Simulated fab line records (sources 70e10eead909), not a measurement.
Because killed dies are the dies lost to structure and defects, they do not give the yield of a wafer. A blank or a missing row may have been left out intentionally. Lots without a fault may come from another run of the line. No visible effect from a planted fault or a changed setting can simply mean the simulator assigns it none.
Chamber matching    flow nand-harc    NHARC_P_STI_CMP_21 on cmp-02: 4 sister chambers
The step polishes, t overpolish 20 s, target thk 380.67 nm. 20 wafers are shown with their chamber, then 10 later ones without.

== WAFERS, EACH WITH ITS CHAMBER ==
wafer   chamber  motor-current-A (A)  overpolish-run-s (s)
L074.3  3        11.5                 20.013
L074.4  1        12.5                 20.009
L074.5  0        9.9                  20.003
L079.1  2        14.1                 20.005
L079.2  3        11.7                 20.004
L079.5  3        11.7                 20.006
L081.4  0        10.0                 20.009
L081.5  2        13.5                 19.993
L081.6  3        11.0                 19.996
L082.1  1        12.8                 20.005
L082.2  2        13.9                 20.004
L082.4  3        11.2                 20.001
L087.2  1        12.1                 20.003
L087.4  0        9.7                  20.005
L087.5  2        13.8                 20.007
L088.2  0        9.6                  19.997
L088.4  3        11.3                 19.992
L088.5  1        11.8                 19.988
L090.1  0        10.2                 19.987
L090.3  3        11.3                 20.005

SIGNATURES, as means of the wafers listed above
reading           chamber 0  chamber 1  chamber 2  chamber 3  scatter within a chamber
motor-current-A   9.880      12.300     13.825     11.386     0.296
overpolish-run-s  20.00020   20.00125   20.00225   20.00243   0.00771
Rule: for each reading, subtract the chamber's mean from the wafer's reading, divide by that reading's scatter and square the result; add these up over the readings and take the root, which gives the wafer's distance from the chamber. The wafer belongs to the nearest chamber; if the next one is less than 2 further off, it can't be placed. The scatter is the square root of a quotient: the sum, over the shown wafers, of each reading's squared deviation from its chamber's mean, divided by wafers minus chambers.

== WAFERS WHOSE CHAMBER IS MISSING ==
wafer   motor-current-A (A)  overpolish-run-s (s)
L090.6  12.0                 19.994
L091.2  14.5                 19.990
L091.3  9.9                  20.000
L091.4  12.2                 20.007
L094.2  12.2                 19.990
L094.3  12.7                 20.005
L094.4  9.8                  19.987
L096.1  14.0                 20.001
L096.3  11.6                 20.002
L096.5  12.6                 20.001

== WHICH CHAMBER EACH ONE RAN IN ==
wafer   from the rows above      in truth
L090.6  can't be placed: 1 or 3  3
L091.2  2                        2
L091.3  0                        0
L091.4  can't be placed: 1 or 3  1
L094.2  can't be placed: 1 or 3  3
L094.3  1                        1
L094.4  0                        0
L096.1  2                        2
L096.3  can't be placed: 3 or 1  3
L096.5  1                        1
Correct placement for 6 of the 10. Not placeable from these rows: 4 (in 4, the candidates include the true chamber). Wrongly placed: 0.
